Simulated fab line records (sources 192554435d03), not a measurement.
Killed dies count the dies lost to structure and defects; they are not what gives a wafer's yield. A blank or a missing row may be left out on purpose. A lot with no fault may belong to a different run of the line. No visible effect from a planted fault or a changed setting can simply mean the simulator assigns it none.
Chamber matching / flow n5-finfet / N5_BEOL_M1_DESCUM_16 on rie-diel-03: 4 sister chambers
The step chemistry O2, time 7 s. 18 wafers are shown with their chamber, then 9 later ones without.

WAFERS PAIRED WITH THEIR CHAMBERS
wafer=L074.1; chamber=3; drypump-motor-current-A (A)=5.6; throttle-valve-pct (%)=20.43; showerhead-plenum-p-Torr (Torr)=2.07
wafer=L074.3; chamber=2; drypump-motor-current-A (A)=6.1; throttle-valve-pct (%)=20.73; showerhead-plenum-p-Torr (Torr)=2.17
wafer=L074.4; chamber=1; drypump-motor-current-A (A)=6.1; throttle-valve-pct (%)=20.48; showerhead-plenum-p-Torr (Torr)=2.10
wafer=L076.1; chamber=0; drypump-motor-current-A (A)=5.9; throttle-valve-pct (%)=20.69; showerhead-plenum-p-Torr (Torr)=2.14
wafer=L076.2; chamber=3; drypump-motor-current-A (A)=5.7; throttle-valve-pct (%)=20.45; showerhead-plenum-p-Torr (Torr)=2.07
wafer=L076.4; chamber=2; drypump-motor-current-A (A)=6.1; throttle-valve-pct (%)=20.74; showerhead-plenum-p-Torr (Torr)=2.17
wafer=L077.1; chamber=2; drypump-motor-current-A (A)=6.1; throttle-valve-pct (%)=20.75; showerhead-plenum-p-Torr (Torr)=2.17
wafer=L077.4; chamber=3; drypump-motor-current-A (A)=5.6; throttle-valve-pct (%)=20.44; showerhead-plenum-p-Torr (Torr)=2.07
wafer=L077.5; chamber=0; drypump-motor-current-A (A)=5.9; throttle-valve-pct (%)=20.68; showerhead-plenum-p-Torr (Torr)=2.14
wafer=L085.2; chamber=0; drypump-motor-current-A (A)=5.9; throttle-valve-pct (%)=20.69; showerhead-plenum-p-Torr (Torr)=2.14
wafer=L085.3; chamber=2; drypump-motor-current-A (A)=6.1; throttle-valve-pct (%)=20.73; showerhead-plenum-p-Torr (Torr)=2.16
wafer=L085.4; chamber=3; drypump-motor-current-A (A)=5.7; throttle-valve-pct (%)=20.45; showerhead-plenum-p-Torr (Torr)=2.07
wafer=L086.1; chamber=3; drypump-motor-current-A (A)=5.7; throttle-valve-pct (%)=20.44; showerhead-plenum-p-Torr (Torr)=2.07
wafer=L086.3; chamber=1; drypump-motor-current-A (A)=6.1; throttle-valve-pct (%)=20.50; showerhead-plenum-p-Torr (Torr)=2.10
wafer=L086.5; chamber=1; drypump-motor-current-A (A)=6.1; throttle-valve-pct (%)=20.48; showerhead-plenum-p-Torr (Torr)=2.10
wafer=L092.2; chamber=1; drypump-motor-current-A (A)=6.1; throttle-valve-pct (%)=20.51; showerhead-plenum-p-Torr (Torr)=2.09
wafer=L092.4; chamber=3; drypump-motor-current-A (A)=5.6; throttle-valve-pct (%)=20.45; showerhead-plenum-p-Torr (Torr)=2.06
wafer=L092.5; chamber=2; drypump-motor-current-A (A)=6.1; throttle-valve-pct (%)=20.77; showerhead-plenum-p-Torr (Torr)=2.16

SIGNATURES (averages over the wafers above)
reading=drypump-motor-current-A; chamber 0=5.900; chamber 1=6.100; chamber 2=6.100; chamber 3=5.650; scatter within a chamber=0.0327
reading=throttle-valve-pct; chamber 0=20.6867; chamber 1=20.4925; chamber 2=20.7440; chamber 3=20.4433; scatter within a chamber=0.0125
reading=showerhead-plenum-p-Torr; chamber 0=2.1400; chamber 1=2.0975; chamber 2=2.1660; chamber 3=2.0683; scatter within a chamber=0.00446
Rule: for a wafer and a chamber, the distance is found by dividing, reading by reading, the gap between the wafer's reading and the chamber's mean by the reading's scatter, squaring, summing and taking the root. If the next closest chamber is less than 2 further off than the closest, the wafer can't be placed; otherwise it belongs to the closest. The scatter: take each reading less its chamber's mean, square it, sum over the shown wafers, divide by the number of wafers less the number of chambers, and take the root.

WAFERS WHOSE CHAMBER IS MISSING
wafer=L094.2; drypump-motor-current-A (A)=5.9; throttle-valve-pct (%)=20.70; showerhead-plenum-p-Torr (Torr)=2.13
wafer=L094.3; drypump-motor-current-A (A)=5.6; throttle-valve-pct (%)=20.46; showerhead-plenum-p-Torr (Torr)=2.06
wafer=L094.5; drypump-motor-current-A (A)=5.9; throttle-valve-pct (%)=20.71; showerhead-plenum-p-Torr (Torr)=2.13
wafer=L096.2; drypump-motor-current-A (A)=5.6; throttle-valve-pct (%)=20.47; showerhead-plenum-p-Torr (Torr)=2.06
wafer=L096.4; drypump-motor-current-A (A)=6.1; throttle-valve-pct (%)=20.78; showerhead-plenum-p-Torr (Torr)=2.16
wafer=L096.5; drypump-motor-current-A (A)=6.1; throttle-valve-pct (%)=20.75; showerhead-plenum-p-Torr (Torr)=2.16
wafer=L097.3; drypump-motor-current-A (A)=5.7; throttle-valve-pct (%)=20.46; showerhead-plenum-p-Torr (Torr)=2.06
wafer=L097.5; drypump-motor-current-A (A)=5.9; throttle-valve-pct (%)=20.72; showerhead-plenum-p-Torr (Torr)=2.13
wafer=L097.6; drypump-motor-current-A (A)=6.1; throttle-valve-pct (%)=20.53; showerhead-plenum-p-Torr (Torr)=2.09

WHICH CHAMBER EACH ONE RAN IN
wafer=L094.2; from the rows above=0; in truth=0
wafer=L094.3; from the rows above=3; in truth=3
wafer=L094.5; from the rows above=0; in truth=0
wafer=L096.2; from the rows above=3; in truth=3
wafer=L096.4; from the rows above=2; in truth=2
wafer=L096.5; from the rows above=2; in truth=2
wafer=L097.3; from the rows above=3; in truth=3
wafer=L097.5; from the rows above=0; in truth=0
wafer=L097.6; from the rows above=1; in truth=1
9 of 9 placed correctly. Number that these rows cannot place: 0. Number placed wrongly: 0.
